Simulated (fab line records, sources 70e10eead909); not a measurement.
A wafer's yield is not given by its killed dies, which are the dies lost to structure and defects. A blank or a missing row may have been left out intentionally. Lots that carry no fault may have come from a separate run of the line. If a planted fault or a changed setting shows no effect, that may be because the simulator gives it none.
A single fault, viewed from 2 desks    flow nandHarc    only its own numbers are on each desk; what lay behind them is given at the end

## DESK OF THE TOOL OWNER: rieMetal-01
The tool's own readings at NHARC_THIN_TSV_ETCH_59 (etches the open film in Cl2/BCl3, target depth 880 nm, time 138.1 s): means of the sampled wafers that have a number, for each lot that ran on this tool. The brackets show how far a lot's mean lies from the usual mean; more than 4 standard deviations puts the lot out of limits, marked OUT.
Columns: A = chamberPressureMTorr at NHARC_THIN_TSV_ETCH_59, usual 10.001 mTorr; B = drypumpMotorCurrentA at NHARC_THIN_TSV_ETCH_59, usual 6.0 A; C = oesProductAu at NHARC_THIN_TSV_ETCH_59, usual 1.001 a.u.; D = throttleValvePct at NHARC_THIN_TSV_ETCH_59, usual 22.264 %
lot   first seen here  A       B    C                D
L310  day 26 14:28     9.999   6.2  1.003            22.258
L312  day 27 11:34     9.995   6.2  1.008            22.255
L316  day 27 23:44     10.003  6.2  1.271 (+42) OUT  22.264
L315  day 28 13:20     10.000  6.2  1.261 (+41) OUT  22.271
L323  day 31 14:44     9.997   6.2  1.005            22.268
L326  day 33 18:23     10.003  6.2  0.998            22.267
This desk's verdict: out of limits on L315, L316, starting with L316 at day 27 23:44 (oesProductAu at NHARC_THIN_TSV_ETCH_59). L310, L312, L323, L326: within limits.

## AT THE METROLOGY DESK
Lot by lot, what the gauges showed, no matter which tool ran the lot: averages of those sampled wafers that carry a number. The brackets show how far a lot's mean lies from the usual mean; more than 4 standard deviations puts the lot out of limits, marked OUT.
Columns: A = cdNm at NHARC_THIN_TSV_CD_MEAS_33, usual 4999.9 nm; B = cdNm at NHARC_THIN_TSV_CD_MEAS_37, usual 4999.5 nm
lot   first seen here  A       B
L304  day 24 20:54     4997.4  4996.8
L305  day 24 22:47     5000.0  5000.8
L310  day 26 14:11     5000.9  4997.7
L312  day 27 11:16     4999.5  4998.8
L316  day 27 23:25     4999.0  4983.7 (-7.2) OUT
L315  day 28 13:01     4998.2  4983.4 (-7.3) OUT
L320  day 30 23:33     4998.3  4997.6
L322  day 31 13:10     5000.8  4998.3
L323  day 31 14:27     5000.9  5000.4
L321  day 31 15:31     5001.4  5002.6
L327  day 33 17:06     4999.7  5000.2
L326  day 33 18:05     4998.4  4998.7
This desk's verdict: out of limits on L315, L316, starting with L316 at day 28 00:52 (cdNm at NHARC_THIN_TSV_CD_MEAS_37). L304, L305, L310, L312, L320, L322, L323, L321, L327, L326: within limits.

## BROUGHT TOGETHER
On L315, L316, at day 27 23:44, an alarm was possible from the tool owner's desk.
On L315, L316, the metrology desk was in a position to raise an alarm at day 28 00:52.
On rieMetal-01, each named lot ran NHARC_THIN_TSV_ETCH_59.

## WHAT THE SIMULATOR PUT IN
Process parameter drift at NHARC_THIN_TSV_ETCH_59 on rieMetal-01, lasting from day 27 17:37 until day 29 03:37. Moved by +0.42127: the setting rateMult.
Shown lots that were struck: L315, L316.
Fault start to first reading out of limits, in hours, per desk: tool owner, 6; metrology, 7.
